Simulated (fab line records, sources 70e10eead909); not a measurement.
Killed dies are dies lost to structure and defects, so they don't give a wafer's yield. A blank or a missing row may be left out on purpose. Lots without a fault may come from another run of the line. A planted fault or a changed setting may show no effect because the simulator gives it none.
A struck lot beside a sound one | flow nand_harc | 44 steps out of a route of 1159
Sound: wafers L119.1, L119.5, L119.6. Struck: wafers L123.1, L123.4, L123.5. The cause comes at the end.
At each step with rows: each side's tool, then ch and its chambers, then its first start. Under that, the readings that differ: sound wafers | struck wafers | difference of the means | sigmas: that difference in standard deviations of wafers without a fault.
alike: readings whose means differ by less than 2 such deviations, and words and numbers that are the same on both sides. not compared: withheld readings, readings that some wafer has no value for, bounds like >300 that may hide the same value, and numbers for which the record gives no deviation and whose values overlap.
The two part at a step that has a row with sigmas, a row that says differs or no value, or rows on one side only. Numbers that don't overlap but have no deviation are shown without sigmas and don't part them. A reading that every wafer of one side lacks parts them only if that side has two wafers or more.

NHARC_P_GATE_INSPECT_28:
  sound on defect_inspect-01, day 7 22:04; struck on defect_inspect-02, day 8 22:06
  alike: raw_defect_count
NHARC_P_GATE_DESCUM_31: chemistry O2, time 3 s.
  sound on rie_diel-02 ch 0,1, day 7 22:10; struck on rie_diel-02 ch 0,1, day 8 22:11
  alike: drypump_motor_current_A, o2_flow_sccm, oes_product_au, rf_vpp_V, showerhead_plenum_p_Torr, throttle_valve_pct
  not compared: rf_hours_counter_h
then, 1 step without rows for these wafers: NHARC_P_GATE_ETCH_104 (etches the open film in CF4/CHF3, target depth 60 nm).
NHARC_P_GATE_HM_OPEN_105: chemistry O2/COS, target depth 360 nm.
  sound on rie_diel-02 ch 1,3; struck on rie_diel-02 ch 0,1,3
  alike: drypump_motor_current_A, o2_flow_sccm, oes_product_au, rf_vpp_V, showerhead_plenum_p_Torr, throttle_valve_pct
  not compared: rf_hours_counter_h
then, 1 step without rows for these wafers: NHARC_P_GATE_STRIP_106 (strips in O2/COS).
NHARC_P_GATE_ETCH_114: etches the open film in CF4/O2, target depth 30 nm, overetch 3 nm, time 16.5 s.
  sound on rie_diel-02 ch 2,3; struck on rie_diel-02 ch 0,1
  alike: drypump_motor_current_A, o2_flow_sccm, oes_product_au, rf_vpp_V, showerhead_plenum_p_Torr, throttle_valve_pct
  not compared: rf_hours_counter_h
NHARC_P_GATE_ETCH_32: etches the open film in HBr/Cl2, target depth 150 nm, time 100.1 s.
  sound on rie_si-03 ch 0,1,2, day 7 23:29; struck on rie_si-03 ch 1,2,3, day 8 23:07
  alike: drypump_motor_current_A, oes_product_au, throttle_valve_pct
  not compared: rf_hours_counter_h
NHARC_P_GATE_STRIP_108: strips in O2.
  sound on rie_diel-13 ch 0,1,3, day 7 23:38; struck on rie_diel-02 ch 0,1,3, day 8 23:20
  alike: drypump_motor_current_A, o2_flow_sccm, oes_product_au, rf_vpp_V, showerhead_plenum_p_Torr, throttle_valve_pct
  not compared: rf_hours_counter_h
NHARC_P_GATE_CD_MEAS_33:
  sound on cd_sem-01, day 7 23:46; struck on cd_sem-02, day 8 23:31
  alike: cd_nm
then, 3 steps without rows for these wafers: NHARC_P_GATE_STRIP_35 (strips in SPM, time 600 s); NHARC_P_GATE_PRECLEAN_73 (cleans in SC1); NHARC_P_GATE_SRD_74.
NHARC_P_GATE_ALD_36: deposits SiNx, target thk 20 nm, pulse time 60 s, ald cycles 223.
  sound on ald_sin-03 ch 0,3, day 8 00:13; struck on ald_sin-03 ch 0,1,2, day 9 01:01
  alike: heater_power_w, precursor_pulse_height_rel
then, 14 steps without rows for these wafers: NHARC_P_GATE_ETCHBACK_37 (etches the open film in CHF3/O2, target depth 34.5 nm, time 17.2 s); NHARC_P_GATE_STRIP_101 (strips in O2, time 20 s); NHARC_P_GATE_PRECLEAN_97 (cleans in SPM, time 600 s); NHARC_P_GATE_SRD_98; NHARC_P_GATE_PRECLEAN_99 (cleans in SC1); NHARC_P_GATE_SRD_100; NHARC_P_GATE_DEHYDRATE_38 (time 120 s); NHARC_P_GATE_HMDS_39 (time 30 s); NHARC_P_GATE_COAT_40; NHARC_P_GATE_SOFTBAKE_41 (time 95 s); NHARC_P_GATE_EBR_42; NHARC_P_GATE_EXPOSE_43 (exposes mask P NSD, target cd 720 nm); NHARC_P_GATE_PEB_44 (peb time 85 s); NHARC_P_GATE_DEVELOP_45 (time 70 s).
NHARC_P_GATE_CD_MEAS_46: target cd 720 nm.
  sound on cd_sem-02 ch 0, day 8 10:51; struck on cd_sem-01 ch 0, day 9 10:29
  alike: cd_nm
then, 14 steps without rows for these wafers: NHARC_P_GATE_HARDBAKE_47 (time 80 s); NHARC_P_GATE_DESCUM_48 (chemistry O2, time 3 s); NHARC_P_GATE_IMPLANT_49; NHARC_P_GATE_STRIP_111 (strips in N2/H2, time 250 s); NHARC_P_GATE_STRIP_75 (strips in O2); NHARC_P_GATE_STRIP_50 (strips in SPM, time 900 s); NHARC_P_GATE_DEHYDRATE_51 (time 120 s); NHARC_P_GATE_HMDS_52 (time 30 s); NHARC_P_GATE_COAT_53; NHARC_P_GATE_SOFTBAKE_54 (time 95 s); NHARC_P_GATE_EBR_55; NHARC_P_GATE_EXPOSE_56 (exposes mask P PSD, target cd 720 nm); NHARC_P_GATE_PEB_57 (peb time 85 s); NHARC_P_GATE_DEVELOP_58 (time 70 s).
NHARC_P_GATE_INSPECT_68:
  sound on defect_inspect-02, day 8 17:34; struck on defect_inspect-01, day 9 17:41
  reading          | sound      | struck      | difference | sigmas
  raw_defect_count | 118 90 181 | 599 464 467 | +380       | +3
-- the record jumps here: 14 days lie between the struck wafers' starts before and after (it left off in module P_GATE and takes up again in module END, whose first step shown is number 1159 of the route) --
NHARC_END_SORT_01:
  sound on prober-01 ch 0, day 22 12:49; struck on prober-01 ch 0, day 23 06:28
  reading             | sound    | struck     | difference | sigmas
  killed_at_other     | 0 0 0    | 4 4 1      | +3         | +3
  killed_at_periphery | 3 7 3    | 87 76 64   | +71        | +30
  killed_dies         | 32 41 45 | 121 107 97 | +69        | +6
  alike: killed_at_array, killed_open, killed_short

WHERE THEY PART
First at NHARC_P_GATE_INSPECT_68; last, within this record, at NHARC_END_SORT_01.

WHY: what the simulator had put in
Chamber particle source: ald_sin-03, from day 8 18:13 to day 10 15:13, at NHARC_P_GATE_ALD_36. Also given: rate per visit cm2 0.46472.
